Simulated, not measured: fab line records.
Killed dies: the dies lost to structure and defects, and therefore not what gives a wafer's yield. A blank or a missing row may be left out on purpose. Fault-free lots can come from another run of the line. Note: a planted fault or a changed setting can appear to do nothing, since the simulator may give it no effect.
A single fault, viewed from 2 desks | flow n5 finfet | every desk sees just its own numbers, and what lay behind them comes last

## THE DEFECT DESK
Lot by lot, what the route's inspections counted, given as the mean of those sampled wafers with a number. Marked OUT: a lot whose mean sits more than 4 standard deviations from the usual mean, which makes it out of limits; the brackets give that distance.
Columns: A = raw defect count at N5_WELL_APT_INSPECT_27, usual 1.9
lot  | first seen here | A
L698 | day 1 21:02     | 2.7
L699 | day 2 03:09     | 1.0
L700 | day 2 09:01     | 1.0
L701 | day 2 14:58     | 1.3
L704 | day 3 09:07     | 2.7
L705 | day 3 15:16     | 1.0
L713 | day 5 15:26     | 3.3
L714 | day 5 21:07     | 2.0
L718 | day 6 21:20     | 2.0
L719 | day 7 03:12     | 2.7
L720 | day 7 09:43     | 0.0
Result from this desk: across the 11 lots, nothing is out of limits.

## FOR THE TOOL OWNER'S DESK: wet bench-06
The tool's own readings at N5_ZERO_LAYER_STRIP_19 (strips in SPM, time 900 s): means of the sampled wafers that have a number, for each lot that ran on this tool. Marked OUT: a lot whose mean sits more than 4 standard deviations from the usual mean, which makes it out of limits; the brackets give that distance.
Columns: A = bath guard temp C at N5_ZERO_LAYER_STRIP_19, usual 130.2 C; B = bath heat duty pct at N5_ZERO_LAYER_STRIP_19, usual 15.1 %
lot  | first seen here | A     | B
L698 | day 1 19:00     | 130.6 | 17.2
L704 | day 3 07:07     | 130.4 | 14.5
L705 | day 3 13:22     | 130.3 | 15.2
L718 | day 6 19:00     | 130.9 | 15.9
Result from this desk: across the 4 lots, nothing is out of limits.

## BROUGHT TOGETHER
Nothing the defect desk looked at was out of limits.
Nothing out of limits was seen by the tool owner's desk.

## WHAT HAD BEEN PUT IN BY THE SIMULATOR
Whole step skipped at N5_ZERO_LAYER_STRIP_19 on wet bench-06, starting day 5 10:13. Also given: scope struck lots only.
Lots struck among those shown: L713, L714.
